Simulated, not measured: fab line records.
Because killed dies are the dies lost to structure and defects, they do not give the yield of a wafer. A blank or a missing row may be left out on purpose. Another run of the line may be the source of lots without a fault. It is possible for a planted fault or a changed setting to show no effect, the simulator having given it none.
fab line records -- flow nand-harc
[record] lots = 11, wafers = 33, last-day = 24
route steps=1159 shown A_STAIRCASE@550
lots untouched by any fault: they come from a run of this same line in which no faults occurred
start-h: hours from the record's opening day to when the first of the lot's shown wafers began -- wait-h: hours since the lot's step before -- " unchanged from the row above -- L1.1+2: several wafers, shown together as one row -- - either no value or no given start -- * or withheld: withheld -- < > ~ a bound
route shown NAME@n: names a module that has steps shown in the file, with the first one's number in the route -- usual: average and standard deviation across the fault-free wafers -- same: alike in all rows -- chamber/n: place in a boat -- sites: readings site by site -- _std_site: standard deviation of those values -- _edge_site: mean of outer sites minus mean of inner sites -- radius-mm: for every site, how far away it sits from the centre of the wafer -- mask NAME#n: copy n -- behind: the last tool/chamber to shape the wafer -- hold: cause of the lot's hold/its duration in hours/its outcome -- device: the transistor (n, p or np) that didn't switch -- end of line: the tests these same wafers got at the end of their route -- step lacking rows: just its recipe -- killed: the dies lost at the first sort to structure and to defects; this is not the yield of the wafer -- map: per-die view of a wafer (x killed, . not killed, _ where there is no die)
set.NAME: the setting that was run; set.NAME@STEP: the one run at that earlier step -- model.NAME: the simulator's own value behind a step, which no gauge read
a sample of lots followed through the steps of the route, with each step as a table and each wafer as a row
services: when a tool's chamber went out of use (start-h, in hours from the record's first day, below 0 if earlier), for how many hours, and the reason
[[steps]]
[step NHARC_A_STAIRCASE_TRIM_14]
[recipe] time-s = 211.2, o2-flow-sccm = 500, ar-flow-sccm = 0, bias-w = 0, chemistry = O2
[usual] drypump-motor-current-A = 5.9/0.44, oes-product-au = 0.998/0.011, rf-vpp-V = 57.8/0.86, run-length-s = 232.4/0.45, showerhead-plenum-p-Torr = 3.53/0.13, throttle-valve-pct = 17.036/0.0094
lot.wafer,tool,chamber,start-h,wait-h,drypump-motor-current-A,oes-product-au,rf-hours-counter-h,rf-vpp-V,run-length-s,showerhead-plenum-p-Torr,throttle-valve-pct
L339.2,rie-diel-08,0,-,-,5.7,1.005,48,56.4,231.9,3.50,17.043
L339.4,rie-diel-08,1,-,-,6.5,0.995,46,57.1,232.6,3.37,17.038
L339.6,rie-diel-08,2,-,-,6.3,0.996,-,58.9,232.6,3.49,17.050
L341.4,rie-diel-08,3,-,-,6.3,1.001,48,56.3,232.7,3.47,17.034
L341.5,rie-diel-08,3,-,-,6.3,1.007,-,57.5,232.5,3.47,17.016
L341.6,rie-diel-08,0,-,-,5.7,0.994,-,58.9,231.8,3.50,17.029
L340.4,rie-diel-13,2,-,-,6.4,1.012,53,57.6,232.3,3.39,17.014
L340.3,rie-diel-13,0,-,-,5.9,1.001,49,57.2,232.1,3.61,17.050
L340.5,rie-diel-13,3,-,-,5.4,1.016,-,58.7,232.9,3.51,17.045
L345.3,rie-diel-13,1,-,-,5.7,0.984,55,58.8,231.9,3.78,17.037
L345.2,rie-diel-13,2,-,-,6.3,1.003,59,58.6,232.2,3.38,17.037
L345.5,rie-diel-13,1,-,-,5.7,0.992,-,59.0,232.1,3.78,17.046
L343.4,rie-diel-13,2,-,-,6.3,1.005,62,57.9,232.5,3.38,17.025
L343.2,rie-diel-13,0,-,-,5.9,0.998,53,59.0,232.4,3.61,17.042
L343.6,rie-diel-13,1,-,-,5.7,0.983,-,58.7,232.1,3.77,17.040
L346.1,rie-diel-13,1,-,-,5.7,0.981,59,57.5,232.0,3.77,17.030
L346.3,rie-diel-13,3,-,-,5.4,1.021,59,59.0,232.6,3.51,17.052
L346.6,rie-diel-13,1,-,-,5.7,0.988,-,58.2,231.8,3.77,17.043
L354.2,rie-diel-09,1,-,-,6.8,0.986,26,56.6,233.2,3.50,17.021
L354.3,rie-diel-09,2,-,-,5.4,1.011,26,58.2,232.2,3.65,17.028
L354.1,rie-diel-09,0,-,-,5.7,0.977,26,58.7,232.2,3.31,17.036
L358.2,rie-diel-13,3,-,-,5.4,1.004,24,57.1,233.1,3.49,17.036
L358.1,rie-diel-13,1,-,-,5.7,1.001,24,58.1,232.2,3.76,17.036
L358.5,rie-diel-13,3,-,-,5.4,1.013,-,57.5,232.7,3.49,17.027
L360.3,rie-diel-13,0,-,-,5.9,1.011,29,58.8,232.6,3.59,17.051
L360.1,rie-diel-13,1,-,-,5.7,1.010,28,59.8,232.3,3.76,17.028
L360.5,rie-diel-13,0,-,-,5.9,1.009,-,57.7,232.5,3.59,17.041
L359.2,rie-diel-09,0,-,-,5.8,0.990,40,57.5,232.3,3.30,17.032
L359.4,rie-diel-09,1,-,-,6.8,0.993,40,58.2,233.3,3.49,17.035
L359.6,rie-diel-09,2,-,-,5.4,1.012,-,58.1,231.5,3.64,17.047
L361.1,rie-diel-09,2,-,-,5.4,1.010,47,58.5,232.2,3.64,17.031
L361.3,rie-diel-09,3,-,-,5.3,1.004,46,59.0,233.1,3.59,17.041
L361.2,rie-diel-09,1,-,-,6.8,0.991,45,57.6,233.6,3.49,17.032
[step NHARC_A_STAIRCASE_TRIM_22]
[recipe] time-s = 211.2, o2-flow-sccm = 500, ar-flow-sccm = 0, bias-w = 0, chemistry = O2
[usual] drypump-motor-current-A = 6.0/0.45, oes-product-au = 0.995/0.0097, rf-vpp-V = 57.6/0.85, run-length-s = 232.5/0.43, showerhead-plenum-p-Torr = 3.50/0.12, throttle-valve-pct = 17.036/0.01
lot.wafer,tool,chamber,start-h,wait-h,drypump-motor-current-A,oes-product-au,rf-hours-counter-h,rf-vpp-V,run-length-s,showerhead-plenum-p-Torr,throttle-valve-pct
L339.4,rie-diel-13,0,255.32,-,5.9,1.003,49,56.8,232.3,3.61,17.053
L339.2,rie-diel-13,2,255.32,-,6.3,0.990,52,56.9,232.3,3.39,17.026
L339.6,rie-diel-13,0,255.32,-,5.9,1.001,-,57.7,232.2,3.61,17.057
L340.3,rie-diel-08,2,258.24,-,6.3,0.992,48,58.2,232.7,3.49,17.035
L340.4,rie-diel-08,1,258.24,-,6.4,0.999,48,57.6,232.4,3.37,17.045
L340.5,rie-diel-08,3,258.24,-,6.3,0.998,-,58.8,232.6,3.47,17.019
L341.4,rie-diel-08,3,258.45,-,6.4,0.988,49,58.1,233.1,3.47,17.038
L341.6,rie-diel-08,0,258.45,-,5.7,0.996,-,58.3,232.1,3.50,17.046
L341.5,rie-diel-08,1,258.45,-,6.5,0.996,-,56.5,232.4,3.37,17.037
L345.3,rie-diel-08,1,269.86,-,6.5,1.001,54,57.6,215.7,3.36,17.053
L345.2,rie-diel-08,0,269.86,-,5.6,0.985,57,58.4,215.3,3.49,17.032
L345.5,rie-diel-08,2,269.86,-,6.3,0.987,-,58.5,216.1,3.49,17.033
L346.1,rie-diel-09,1,276.04,-,6.8,0.986,8,56.6,233.4,3.51,17.028
L346.3,rie-diel-09,2,276.04,-,5.3,1.010,7,57.9,231.8,3.66,17.023
L346.6,rie-diel-09,1,276.04,-,6.8,0.990,-,57.4,233.0,3.51,17.031
L343.2,rie-diel-08,3,276.23,-,6.4,0.990,59,56.8,215.8,3.46,17.040
L343.6,rie-diel-08,3,276.23,-,6.4,0.983,-,57.6,215.8,3.46,17.044
L343.4,rie-diel-08,1,276.23,-,6.5,1.000,-,57.4,215.4,3.36,17.026
L354.1,rie-diel-09,3,331.84,-,5.3,0.991,28,57.0,233.0,3.60,17.030
L354.3,rie-diel-09,0,331.84,-,5.8,0.973,29,56.8,232.2,3.31,17.040
L354.2,rie-diel-09,2,331.84,-,5.4,1.006,29,58.7,231.5,3.65,17.044
L358.1,rie-diel-13,0,347.47,-,5.9,1.004,25,58.7,232.3,3.59,17.043
L358.2,rie-diel-13,2,347.47,-,6.4,1.006,23,57.0,232.2,3.37,17.025
L358.5,rie-diel-13,1,347.47,-,5.7,0.993,-,58.0,232.2,3.76,17.025
L360.3,rie-diel-13,1,362.38,-,5.7,1.002,29,57.7,231.9,3.76,17.034
L360.1,rie-diel-13,2,362.38,-,6.3,1.002,28,58.1,232.4,3.37,17.047
L360.5,rie-diel-13,3,362.38,-,5.4,1.008,-,56.7,232.7,3.49,17.044
L359.4,rie-diel-09,3,365.00,-,5.3,1.000,41,58.5,232.9,3.60,17.027
L359.2,rie-diel-09,0,365.00,-,5.8,0.982,40,55.3,232.1,3.30,17.039
L359.6,rie-diel-09,2,365.00,-,5.3,1.005,-,58.4,231.7,3.64,17.036
L361.1,rie-diel-08,0,382.91,-,5.7,0.984,25,57.8,232.0,3.47,17.039
L361.3,rie-diel-08,1,382.91,-,6.5,0.998,25,57.0,232.6,3.34,17.033
L361.2,rie-diel-08,3,382.91,-,6.3,0.999,26,58.4,232.5,3.44,17.033
[step NHARC_A_STAIRCASE_TRIM_24]
[recipe] time-s = 211.2, o2-flow-sccm = 500, ar-flow-sccm = 0, bias-w = 0, chemistry = O2
[usual] drypump-motor-current-A = 6.0/0.45, oes-product-au = 0.998/0.011, rf-vpp-V = 57.7/0.82, run-length-s = 232.5/0.48, showerhead-plenum-p-Torr = 3.50/0.12, throttle-valve-pct = 17.036/0.0084
lot.wafer,tool,chamber,start-h,wait-h,drypump-motor-current-A,oes-product-au,rf-hours-counter-h,rf-vpp-V,run-length-s,showerhead-plenum-p-Torr,throttle-valve-pct
L339.4,rie-diel-13,0,-,-,5.9,0.991,49,57.3,232.2,3.61,17.056
L339.2,rie-diel-13,1,-,-,5.7,0.992,49,57.6,231.8,3.78,17.034
L339.6,rie-diel-13,3,-,-,5.4,1.011,-,56.7,232.6,3.51,17.032
L340.3,rie-diel-08,2,-,-,6.3,0.984,48,57.7,232.8,3.49,17.053
L340.4,rie-diel-08,3,-,-,6.4,1.006,49,56.7,232.7,3.47,17.043
L340.5,rie-diel-08,1,-,-,6.5,0.991,-,56.9,232.8,3.37,17.033
L341.4,rie-diel-08,1,-,-,6.5,0.989,48,57.2,232.4,3.37,17.043
L341.5,rie-diel-08,3,-,-,6.3,1.004,-,58.7,233.0,3.47,17.036
L341.6,rie-diel-08,0,-,-,5.7,0.998,-,58.3,232.2,3.50,17.040
L345.2,rie-diel-08,2,-,-,6.3,0.994,54,56.5,232.8,3.49,17.039
L345.3,rie-diel-08,3,-,-,6.4,1.006,57,57.7,232.6,3.46,17.025
L345.5,rie-diel-08,1,-,-,6.5,1.002,-,58.1,232.6,3.36,17.041
L346.1,rie-diel-09,2,-,-,5.4,1.006,7,57.7,231.9,3.66,17.046
L346.3,rie-diel-09,3,-,-,5.3,1.004,6,58.1,233.6,3.62,17.044
L346.6,rie-diel-09,3,-,-,5.3,0.983,-,56.8,233.1,3.62,17.044
L343.2,rie-diel-08,3,276.65,-,6.4,0.995,59,57.2,232.3,3.46,17.032
L343.6,rie-diel-08,1,276.65,-,6.4,1.004,-,57.0,232.5,3.36,17.038
L343.4,rie-diel-08,3,276.65,-,6.3,0.998,-,57.9,232.6,3.46,17.029
L354.2,rie-diel-09,2,-,-,5.3,1.006,29,58.4,231.7,3.65,17.032
L354.3,rie-diel-09,0,-,-,5.7,0.972,29,57.3,231.9,3.31,17.043
L354.1,rie-diel-09,1,-,-,6.8,0.983,29,57.9,233.2,3.50,17.037
L358.2,rie-diel-13,2,-,-,6.3,0.991,23,58.3,232.5,3.37,17.035
L358.1,rie-diel-13,1,-,-,5.7,1.001,24,58.6,232.2,3.76,17.034
L358.5,rie-diel-13,2,-,-,6.3,1.016,-,56.1,232.3,3.37,17.038
L360.1,rie-diel-13,2,-,-,6.3,1.013,28,56.9,232.4,3.36,17.024
L360.3,rie-diel-13,3,-,-,5.4,1.007,29,58.0,232.5,3.49,17.026
L360.5,rie-diel-13,1,-,-,5.7,1.005,-,58.0,232.0,3.76,17.023
L359.4,rie-diel-09,3,-,-,5.3,0.993,41,58.6,233.2,3.60,17.033
L359.2,rie-diel-09,1,-,-,6.8,0.992,40,57.4,233.0,3.49,17.030
L359.6,rie-diel-09,0,-,-,5.8,0.984,-,57.0,232.2,3.30,17.035
L361.2,rie-diel-08,3,-,-,6.4,1.011,27,59.0,232.3,3.44,17.028
L361.3,rie-diel-08,0,-,-,5.7,0.984,25,56.7,232.3,3.47,17.044
L361.1,rie-diel-08,1,-,-,6.5,1.007,25,58.7,232.1,3.34,17.039
[step NHARC_A_STAIRCASE_ETCH_25]
[recipe] target-depth-a = 1000, time-s = 40.5, ion-energy-ev = 400, c4f8-flow-sccm = 20, o2-flow-sccm = 10, ar-flow-sccm = withheld, rf-w = 600, bias-w = 1000, chemistry = C4F8/O2
[usual] oes-product-au = 0.936/0.012, rf-vpp-V = 895/4.7
lot.wafer,tool,chamber,start-h,wait-h,oes-product-au,rf-hours-counter-h,rf-vpp-V
L339.2,rie-diel-13,1,-,-,0.925,49,905
L339.4,rie-diel-13,2,-,-,0.943,52,892
L339.6,rie-diel-13,0,-,-,0.946,-,898
L340.4,rie-diel-08,1,-,-,0.929,48,889
L340.3,rie-diel-08,2,-,-,0.935,49,895
L340.5,rie-diel-08,3,-,-,0.924,-,894
L341.4,rie-diel-08,3,-,-,0.928,49,894
L341.6,rie-diel-08,1,-,-,0.924,-,891
L341.5,rie-diel-08,2,-,-,0.930,-,893
L345.3,rie-diel-08,0,-,-,0.950,57,895
L345.2,rie-diel-08,1,-,-,0.944,54,890
L345.5,rie-diel-08,3,-,-,0.948,-,893
L346.3,rie-diel-09,1,-,-,0.916,8,895
L346.1,rie-diel-09,2,-,-,0.934,8,900
L346.6,rie-diel-09,0,-,-,0.912,-,888
L343.2,rie-diel-08,3,-,-,0.936,59,893
L343.6,rie-diel-08,1,-,-,0.938,-,889
L343.4,rie-diel-08,2,-,-,0.925,-,892
L354.2,rie-diel-09,3,-,-,0.934,28,899
L354.1,rie-diel-09,0,-,-,0.908,29,887
L354.3,rie-diel-09,1,-,-,0.937,29,895
L358.1,rie-diel-13,2,-,-,0.936,23,889
L358.2,rie-diel-13,0,-,-,0.934,25,899
L358.5,rie-diel-13,1,-,-,0.945,-,904
L360.3,rie-diel-13,2,-,-,0.957,28,888
L360.1,rie-diel-13,3,-,-,0.944,29,896
L360.5,rie-diel-13,1,-,-,0.950,-,903
L359.4,rie-diel-09,1,-,-,0.948,40,895
L359.2,rie-diel-09,3,-,-,0.944,41,899
L359.6,rie-diel-09,2,-,-,0.960,-,901
L361.2,rie-diel-08,2,-,-,0.939,27,896
L361.3,rie-diel-08,0,-,-,0.932,25,894
L361.1,rie-diel-08,1,-,-,0.945,25,888
[[services]]
tool,chamber,start-h,hours,kind
rie-diel-13,1,232.74,8.7,repair
rie-diel-08,0,233.20,-,clean
rie-diel-08,1,233.20,-,clean
rie-diel-08,2,233.20,-,clean
rie-diel-08,3,233.20,-,clean
rie-diel-09,-,238.48,0.9,repair
rie-diel-08,1,243.07,5.1,repair
rie-diel-09,-,254.16,9.0,pm
rie-diel-08,0,257.78,-,clean
rie-diel-08,1,257.78,-,clean
rie-diel-08,2,257.78,-,clean
rie-diel-08,3,257.78,-,clean
rie-diel-13,0,261.74,9.7,repair
rie-diel-08,-,272.88,0.7,repair
rie-diel-08,0,275.11,3.0,repair
rie-diel-13,-,276.05,9.0,pm
rie-diel-09,3,280.83,3.4,repair
rie-diel-08,0,282.28,-,clean
rie-diel-08,1,282.28,-,clean
rie-diel-08,2,282.28,-,clean
rie-diel-08,3,282.28,-,clean
rie-diel-13,-,296.68,1.2,repair
rie-diel-08,-,302.89,9.0,pm
rie-diel-09,0,305.02,1.4,repair
[[key]]
[first-sign] step = NHARC_A_STAIRCASE_TRIM_22, reading = run-length-s, direction = down, sigmas = 39, usual = *, struck = *
effect none on later readings
met-at NHARC_A_STAIRCASE_TRIM_22
struck-lots L343,L345
tester-left-out L343,L345
not-acting-at NHARC_A_STAIRCASE_TRIM_14,NHARC_A_STAIRCASE_TRIM_24,NHARC_A_STAIRCASE_ETCH_25
onset-between 258.45 269.86
[fault] kind = process-parameter-drift, tool = rie-diel-08, chamber = -, onset-h = 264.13, steps = NHARC_A_STAIRCASE_TRIM_22, channel = time-s, offset = *, shape = step, end-h = 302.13, acts-in = *, stated = *
// tester-left-out: of these lots the tester's yield and bins aren't shown, on N5 and GAA mostly nor the transistor test; their killed dies are dies lost to structure and defects alone, not to doping, threshold or leakage, so they don't give the yield
